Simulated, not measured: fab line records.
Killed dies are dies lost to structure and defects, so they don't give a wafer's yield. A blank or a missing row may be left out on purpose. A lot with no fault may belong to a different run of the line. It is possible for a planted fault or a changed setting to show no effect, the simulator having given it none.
fab line records	flow nand_harc
[record] lots = 11	wafers = 33	last_day = 24
route steps=1159 shown A_STAIRCASE@620 END@1159
lots that met no fault: from a run of the same line without faults
start_h: hours from the record's first day to the start of the lot's first wafer shown	wait_h: hours since the lot's step before	" repeats the value in the row above	L1.1+2: a row that stands for several wafers	- either no value or no given start	* or withheld: withheld	< > ~ a bound
route shown NAME@n: a module of which the file shows steps, and the number in the route of the first	usual: average and standard deviation across the fault-free wafers	same: alike in all rows	chamber/n: place in a boat	sites: each site's reading	_std_site: standard deviation across them	_edge_site: the outer-site mean with the inner-site mean subtracted	radius_mm: for every site, how far away it sits from the centre of the wafer	mask NAME#n: copy n	behind: the most recent tool/chamber to have shaped the wafer	hold: reason for holding the lot/hours on hold/outcome of the hold	device: names the non-switching transistor (n, p or np)	end of line: the same wafers' tests at the end of the route	for a step that has no rows: nothing shown but its recipe	killed: dies that structure and defects cost at the first sort, which is not the same as the wafer's yield	map: shows each die of a wafer: x if killed, . if not, _ if none is there
set.NAME: the setting that was run; set.NAME@STEP: the one run at that earlier step	model.NAME: the simulator's own value behind a step, which no gauge read
route steps across a sampled set of lots; one table per step, one row per wafer
services: from which hour (start_h, from the record's first day; less than 0 if before it) a tool's chamber was out of use, for how many hours, and why
[[steps]]
[step NHARC_A_STAIRCASE_TRIM_226]
[recipe] time_s = 211.2	o2_flow_sccm = 500	ar_flow_sccm = 0	bias_w = 0	chemistry = O2
[usual] drypump_motor_current_A = 5.7/0.58	oes_product_au = 0.998/0.011	rf_vpp_V = 58.0/0.94	showerhead_plenum_p_Torr = 3.59/0.16	throttle_valve_pct = 17.037/0.0086
lot.wafer	tool	chamber	start_h	wait_h	drypump_motor_current_A	oes_product_au	rf_hours_counter_h	rf_vpp_V	showerhead_plenum_p_Torr	throttle_valve_pct
L578.1	rie_diel-05	0	-	-	6.3	1.000	22	57.2	3.49	17.048
L578.6	"	0	"	"	6.3	1.005	-	57.4	3.49	17.031
L578.5	"	1	"	"	5.2	0.989	-	59.5	3.79	17.047
L579.3	rie_diel-13	2	-	-	5.8	0.999	59	58.8	3.77	17.024
L579.1	"	3	"	"	5.2	0.982	56	58.2	3.48	17.026
L579.6	"	2	"	"	5.9	0.999	-	58.1	3.77	17.050
L583.1	rie_diel-13	2	-	-	5.9	1.012	62	58.7	3.77	17.043
L583.2	"	3	"	"	5.2	1.010	59	57.2	3.48	17.033
L583.6	"	2	"	"	5.9	1.006	-	59.3	3.77	17.039
L588.4	rie_diel-07	0	-	-	5.0	0.990	20	57.9	3.80	17.039
L588.2	"	2	"	"	6.6	1.016	21	56.8	3.48	17.041
L588.6	"	0	"	"	5.0	0.992	-	58.4	3.80	17.032
L585.2	rie_diel-13	0	-	-	6.3	0.999	7	58.1	3.80	17.030
L585.3	"	3	"	"	5.2	0.988	8	58.2	3.48	17.043
L585.6	"	1	"	"	5.9	1.013	-	56.6	3.33	17.042
L584.3	rie_diel-13	1	-	-	6.0	1.008	8	58.3	3.33	17.031
L584.1	"	2	"	"	5.9	0.996	9	58.6	3.77	17.031
L584.5	"	1	"	"	6.0	1.006	-	57.6	3.33	17.033
L587.1	rie_diel-07	1	-	-	4.9	0.984	23	57.3	3.59	17.028
L587.2	"	2	"	"	6.6	1.025	22	57.7	3.48	17.045
L587.6	"	3	"	"	5.1	1.004	-	57.8	3.56	17.021
L592.2	rie_diel-05	1	-	-	5.3	0.999	62	57.7	3.77	17.027
L592.3	"	2	"	"	6.3	1.016	64	57.1	3.60	17.039
L592.6	"	2	"	"	6.3	1.013	-	57.3	3.60	17.033
L593.1	rie_diel-13	1	-	-	6.0	0.997	20	57.6	3.32	17.049
L593.4	"	2	"	"	5.8	0.980	19	58.7	3.76	17.010
L593.6	"	0	"	"	6.3	0.991	-	58.7	3.80	17.034
L598.1	rie_diel-13	1	-	-	5.9	0.985	31	57.4	3.32	17.049
L598.2	"	2	"	"	5.8	0.999	31	58.7	3.75	17.036
L598.5	"	3	"	"	5.2	1.003	-	57.1	3.47	17.033
L599.1	rie_diel-07	0	-	-	5.1	0.988	50	57.9	3.78	17.042
L599.3	"	3	"	"	5.1	1.000	48	56.6	3.54	17.044
L599.6	"	0	"	"	5.0	0.998	-	58.1	3.78	17.042
[step NHARC_A_STAIRCASE_TRIM_229]
[recipe] time_s = 211.2	o2_flow_sccm = 500	ar_flow_sccm = 0	bias_w = 0	chemistry = O2
[usual] drypump_motor_current_A = 5.7/0.58	oes_product_au = 0.995/0.0096	rf_vpp_V = 58.0/0.94	showerhead_plenum_p_Torr = 3.58/0.17	throttle_valve_pct = 17.036/0.0086
lot.wafer	tool	chamber	start_h	wait_h	drypump_motor_current_A	oes_product_au	rf_hours_counter_h	rf_vpp_V	showerhead_plenum_p_Torr	throttle_valve_pct
L578.1	rie_diel-05	2	241.15	0.1	6.3	0.998	23	58.7	3.62	17.025
L578.5	"	2	"	"	6.3	1.002	-	56.2	3.62	17.034
L578.6	"	3	"	"	6.3	0.996	-	56.4	3.46	17.030
L579.1	rie_diel-07	0	265.47	0.1	5.1	0.985	9	58.0	3.80	17.040
L579.3	"	1	"	"	4.9	0.981	9	57.7	3.60	17.036
L579.6	"	0	"	"	5.1	0.988	-	57.1	3.80	17.037
L583.1	rie_diel-13	3	274.32	0.1	5.2	0.995	59	56.9	3.48	17.027
L583.2	"	1	"	"	6.0	1.009	64	57.6	3.33	17.039
L583.6	"	2	"	"	5.8	1.009	-	57.5	3.77	17.049
L588.2	rie_diel-05	0	298.83	0.1	6.3	0.992	46	56.9	3.47	17.032
L588.4	"	3	"	"	6.3	1.007	44	57.5	3.45	17.036
L588.6	"	1	"	"	5.2	0.995	-	57.0	3.78	17.038
L585.3	rie_diel-13	0	300.31	0.1	6.3	1.004	7	59.4	3.80	17.038
L585.2	"	2	"	"	5.9	0.990	8	58.0	3.77	17.035
L585.6	"	1	"	"	6.0	1.002	-	56.9	3.33	17.031
L584.1	rie_diel-13	1	303.30	0.1	6.0	0.995	8	58.4	3.33	17.036
L584.3	"	2	"	"	5.9	0.995	9	57.0	3.77	17.036
L584.5	"	1	"	"	5.9	1.009	-	56.2	3.33	17.030
L587.2	rie_diel-07	1	305.98	0.1	4.9	0.981	23	58.1	3.59	17.042
L587.1	"	2	"	"	6.6	1.016	22	58.1	3.48	17.041
L587.6	"	1	"	"	4.9	0.988	-	58.9	3.59	17.023
L592.3	rie_diel-13	0	330.63	0.1	6.3	0.991	17	58.6	3.80	17.017
L592.2	"	1	"	"	5.9	1.003	18	58.3	3.32	17.031
L592.6	"	0	"	"	6.3	0.993	-	58.4	3.80	17.032
L593.4	rie_diel-07	2	338.45	0.1	6.6	1.004	38	58.9	3.47	17.041
L593.1	"	3	"	"	5.2	0.984	35	57.6	3.55	17.041
L593.6	"	2	"	"	6.6	1.007	-	57.3	3.47	17.044
L598.1	rie_diel-13	3	364.26	0.1	5.2	1.007	31	57.3	3.47	17.041
L598.2	"	1	"	"	6.0	0.995	31	56.5	3.32	17.028
L598.5	"	3	"	"	5.2	1.010	-	58.7	3.47	17.042
L599.3	rie_diel-07	0	365.09	0.1	5.1	0.988	50	59.5	3.78	17.037
L599.1	"	1	"	"	4.9	0.986	51	59.2	3.58	17.033
L599.6	"	0	"	"	5.1	0.988	-	60.9	3.78	17.039
[step NHARC_A_STAIRCASE_HM_DEP_456]
[recipe] target_thk_a = 15000	temp_c = 400	material = aC
[usual] susceptor_temp_C = 400.07/0.22	throttle_valve_pct = 35.000/0.0095
lot.wafer	tool	chamber	start_h	wait_h	susceptor_temp_C	throttle_valve_pct
L578.1	acl_dep-03	0	245.26	-	399.96	34.995
L578.5	"	0	246.49	-	400.18	34.991
L578.6	"	0	"	"	400.13	35.004
L579.1	acl_dep-01	0	270.05	-	400.33	34.993
L579.3	"	0	"	"	400.12	35.014
L579.6	"	0	"	"	400.16	34.993
L583.1	acl_dep-01	0	278.51	-	400.04	35.018
L583.2	"	0	"	"	400.17	35.014
L583.6	"	0	280.07	-	399.93	34.997
L588.2	acl_dep-02	0	304.44	-	399.88	34.991
L588.4	"	0	"	"	399.94	34.999
L588.6	"	0	"	"	400.02	35.003
L588.2	acl_dep-02	0	307.57	2.8	399.87	35.009
L588.4	"	0	"	"	399.79	34.976
L588.6	"	0	"	"	399.95	34.998
L585.2	acl_dep-03	0	304.91	-	400.13	34.992
L585.3	"	0	"	"	400.07	35.000
L585.6	"	0	"	"	400.27	34.992
L584.1	acl_dep-03	0	306.87	-	399.92	34.986
L584.3	"	0	"	"	399.80	35.006
L584.5	"	0	"	"	400.03	34.995
L587.1	acl_dep-03	0	310.57	-	-	34.993
L587.2	"	0	"	"	-	34.992
L587.6	"	0	312.10	-	-	34.989
L587.1	acl_dep-01	0	313.43	2.6	-	35.001
L587.2	"	0	"	"	-	35.007
L587.6	"	0	314.96	2.6	-	34.988
L592.2	acl_dep-01	0	339.60	-	399.97	34.993
L592.3	"	0	"	"	400.32	35.001
L592.6	"	0	"	"	400.43	34.993
L593.1	acl_dep-03	0	342.32	-	-	34.998
L593.4	"	0	"	"	-	34.997
L593.6	"	0	"	"	-	34.989
L593.1	acl_dep-01	0	345.17	2.5	-	34.991
L593.4	"	0	"	"	-	35.007
L593.6	"	0	"	"	-	34.996
L598.1	acl_dep-03	0	368.78	-	-	35.014
L598.2	"	0	"	"	-	35.006
L598.5	"	0	"	"	-	34.995
L599.1	acl_dep-01	0	371.51	-	399.99	34.987
L599.3	"	0	"	"	400.00	35.003
L599.6	"	0	"	"	400.12	34.987
[step NHARC_A_STAIRCASE_ETCH_292]
[recipe] cf4_flow_sccm = 100	chf3_flow_sccm = 30	ar_flow_sccm = 0	rf_w = 500	bias_w = 200	chemistry = CF4/CHF3
[usual] cf4_flow_sccm = 100.0/0.31	drypump_motor_current_A = 5.7/0.59	oes_product_au = 0.952/0.022	rf_vpp_V = 371.6/2.4	showerhead_plenum_p_Torr = 1.60/0.069	throttle_valve_pct = 16.803/0.0089
lot.wafer	tool	chamber	start_h	wait_h	cf4_flow_sccm	drypump_motor_current_A	oes_product_au	rf_hours_counter_h	rf_vpp_V	showerhead_plenum_p_Torr	throttle_valve_pct
L578.1	rie_diel-07	2	248.27	0.1	100.4	6.6	0.992	1	371.3	1.56	16.804
L578.5	"	1	"	"	99.7	4.9	0.950	-	370.3	1.61	16.811
L578.6	"	2	"	"	100.2	6.6	0.981	-	368.8	1.56	16.805
L579.1	rie_diel-05	2	272.87	0.1	99.8	6.3	0.931	40	373.1	1.61	16.810
L579.3	"	0	"	"	100.2	6.3	0.913	35	370.0	1.55	16.815
L579.6	"	1	"	"	100.5	5.2	0.916	-	373.2	1.69	16.814
L583.1	rie_diel-07	2	281.52	0.1	101.0	6.6	0.987	13	371.0	1.55	16.816
L583.2	"	3	"	"	100.1	5.1	0.989	13	369.7	1.59	16.809
L583.6	"	1	"	"	100.3	4.9	0.948	-	371.9	1.60	16.805
L585.2	rie_diel-05	3	307.58	0.1	100.0	6.3	0.954	46	370.4	1.54	16.794
L585.3	"	0	"	"	100.3	6.3	0.948	48	369.8	1.55	16.805
L585.6	"	2	"	"	99.9	6.3	0.988	-	372.6	1.61	16.804
L584.3	rie_diel-07	0	309.69	0.1	100.5	5.1	0.952	23	375.5	1.69	16.808
L584.1	"	2	"	"	100.3	6.6	0.991	24	370.5	1.55	16.807
L584.5	"	3	"	"	99.9	5.1	0.989	-	370.7	1.59	16.812
L588.2	rie_diel-13	3	310.38	0.1	100.3	5.2	0.945	9	370.5	1.55	16.808
L588.4	"	0	"	"	100.2	6.3	0.962	9	373.6	1.70	16.810
L588.6	"	3	"	"	99.8	5.2	0.958	-	371.7	1.55	16.809
L587.1	rie_diel-13	0	316.48	0.1	99.9	6.3	0.924	11	375.2	1.70	16.802
L587.2	"	3	"	"	99.8	5.2	0.917	10	370.2	1.55	16.787
L587.6	"	1	"	"	100.2	6.0	0.929	-	368.3	1.48	16.788
L592.3	rie_diel-07	3	342.37	0.2	99.8	5.1	0.916	37	370.1	1.58	16.798
L592.2	"	0	"	"	99.6	5.1	0.920	38	375.3	1.69	16.814
L592.6	"	2	"	"	100.2	6.5	0.929	-	369.7	1.55	16.807
L593.1	rie_diel-13	1	348.50	0.1	100.1	5.9	0.930	23	366.6	1.48	16.799
L593.4	"	3	"	"	99.8	5.2	0.935	23	369.7	1.55	16.815
L593.6	"	2	"	"	100.7	5.8	0.925	-	373.0	1.68	16.803
L598.2	rie_diel-05	1	371.55	0.1	99.7	5.2	0.943	5	374.1	1.68	16.799
L598.1	"	3	"	"	100.0	6.3	0.969	7	369.6	1.53	16.796
L598.5	"	1	"	"	99.7	5.2	0.953	-	374.3	1.68	16.808
L599.1	rie_diel-13	2	374.50	0.1	99.7	5.8	0.971	33	374.3	1.67	16.791
L599.3	"	0	"	"	100.5	6.3	0.955	34	374.7	1.69	16.804
L599.6	"	2	"	"	100.1	5.8	0.982	-	374.5	1.67	16.817
[step NHARC_END_SORT_01]
[recipe] temp_c = 25
[usual] killed_at_array = 28/10	killed_at_other = 0.6/1.1	killed_at_periphery = 3.6/2.6	killed_dies = 32/10	killed_open = 3.3/1.8	killed_short = 1.9/1.4
[same] gross_dies = 677
lot.wafer	tool	chamber	start_h	wait_h	killed_at_array	killed_at_other	killed_at_periphery	killed_dies	killed_open	killed_short
L579.1	prober-01	0	456.56	2.5	14	0	3	17	7	1
L579.3	prober-01	0	458.16	3.1	8	0	5	13	3	1
L579.6	prober-01	0	460.57	4.0	24	0	1	25	8	1
L599.1	prober-02	0	563.44	2.5	38	0	1	39	3	1
L599.3	prober-02	0	565.07	3.1	34	0	2	36	3	3
L599.6	prober-02	0	567.51	4.1	35	1	2	38	2	2
// killed by level:class
L579.1 A_STAIRCASE:chamber_film_flake=3 A_CONTACT:geometric_particle:open=2 A_CHANNEL_HOLE_D1:chamber_film_flake=2 P_M0:geometric_particle:open=1 A_ONON_D1:geometric_particle:open=1 A_CHANNEL_HOLE_D1:geometric_particle:short=1 A_CHANNEL_HOLE_D1:geometric_particle:open=1 A_BLC:geometric_particle:open=1
L579.3 P_STI:chamber_film_flake=3 A_STAIRCASE:chamber_film_flake=2 A_SGD_CUT:chamber_film_flake=2 P_M2:geometric_particle:open=1 A_CHANNEL_FILL_D1:geometric_particle:short=1 A_CHANNEL_FILL_D1:geometric_particle:open=1 A_CONTACT:geometric_particle:open=1 P_M1:chamber_film_flake=1
L579.6 A_ONON_D1:geometric_particle:open=4 A_CONTACT:geometric_particle:open=4 A_STAIRCASE:chamber_film_flake=4 A_WL_FILL:chamber_film_flake=4 A_CONTACT:chamber_film_flake=4 A_CHANNEL_HOLE_D1:chamber_film_flake=2 A_ONON_D1:geometric_particle:short=1 P_STI:chamber_film_flake=1
L599.1 A_CHANNEL_HOLE_D1:chamber_film_flake=22 A_CONTACT:chamber_film_flake=8 A_ONON_D1:geometric_particle:open=2 A_STAIRCASE:chamber_film_flake=2 A_WL_FILL:geometric_particle:short=1 A_CONTACT:geometric_particle:open=1 P_GATE:chamber_film_flake=1 A_WL_FILL:chamber_film_flake=1
L599.3 A_CHANNEL_HOLE_D1:chamber_film_flake=19 A_ZERO_WELL:chamber_film_flake=3 A_CHANNEL_FILL_D1:chamber_film_flake=2 A_SLIT:chamber_film_flake=2 A_CONTACT:chamber_film_flake=2 P_M1:geometric_particle:open=1 A_SOURCE_PLATE:geometric_particle:open=1 A_ONON_D1:geometric_particle:short=1
L599.6 A_CHANNEL_HOLE_D1:chamber_film_flake=26 A_CONTACT:chamber_film_flake=3 P_M0:geometric_particle:open=2 A_WL_FILL:chamber_film_flake=2 A_CHANNEL_FILL_D1:geometric_particle:short=1 A_WL_FILL:geometric_particle:short=1 A_CHANNEL_FILL_D1:chamber_film_flake=1 A_STAIRCASE:chamber_film_flake=1
[[services]]
tool	chamber	start_h	hours	kind
acl_dep-03	-	224.62	13.0	pm
rie_diel-07	-	229.31	9.0	pm
rie_diel-13	0	231.44	-	clean
rie_diel-13	1	231.44	-	clean
rie_diel-13	2	231.44	-	clean
rie_diel-13	3	231.44	-	clean
rie_diel-13	3	232.11	3.8	repair
rie_diel-13	0	256.09	-	clean
rie_diel-13	1	256.09	-	clean
rie_diel-13	2	256.09	-	clean
rie_diel-13	3	256.09	-	clean
rie_diel-13	0	268.60	-	consumable_replace:showerhead
rie_diel-13	0	268.60	9.0	scheduled_down
rie_diel-13	0	268.60	9.0	vent_cycle
rie_diel-13	-	276.08	9.0	pm
rie_diel-13	1	276.08	9.0	vent_cycle
rie_diel-13	2	276.08	9.0	vent_cycle
rie_diel-13	3	276.08	9.0	vent_cycle
rie_diel-13	0	285.08	-	clean
rie_diel-13	1	285.08	-	clean
acl_dep-01	-	294.72	13.0	pm
rie_diel-05	0	337.34	6.3	repair
rie_diel-05	-	340.62	9.0	pm
acl_dep-02	-	350.03	13.0	pm
[[key]]
[first_sign] step = NHARC_A_STAIRCASE_HM_DEP_456	reading = visit	direction = added
effect none on later readings
met_at NHARC_A_STAIRCASE_HM_DEP_456
struck_lots L587,L588,L593
tester_left_out L587,L588,L593
not_acting_at NHARC_A_STAIRCASE_TRIM_226,NHARC_A_STAIRCASE_TRIM_229,NHARC_A_STAIRCASE_ETCH_292
[fault] kind = repeated_step_whole	tool = acl_dep-01,acl_dep-02,acl_dep-03	chamber = -	onset_h = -	steps = NHARC_A_STAIRCASE_HM_DEP_456	times = 1	scope = struck_lots_only
// tester_left_out: of these lots the tester's yield and bins aren't shown, on N5 and GAA mostly nor the transistor test; their killed dies are dies lost to structure and defects alone, not to doping, threshold or leakage, so they don't give the yield
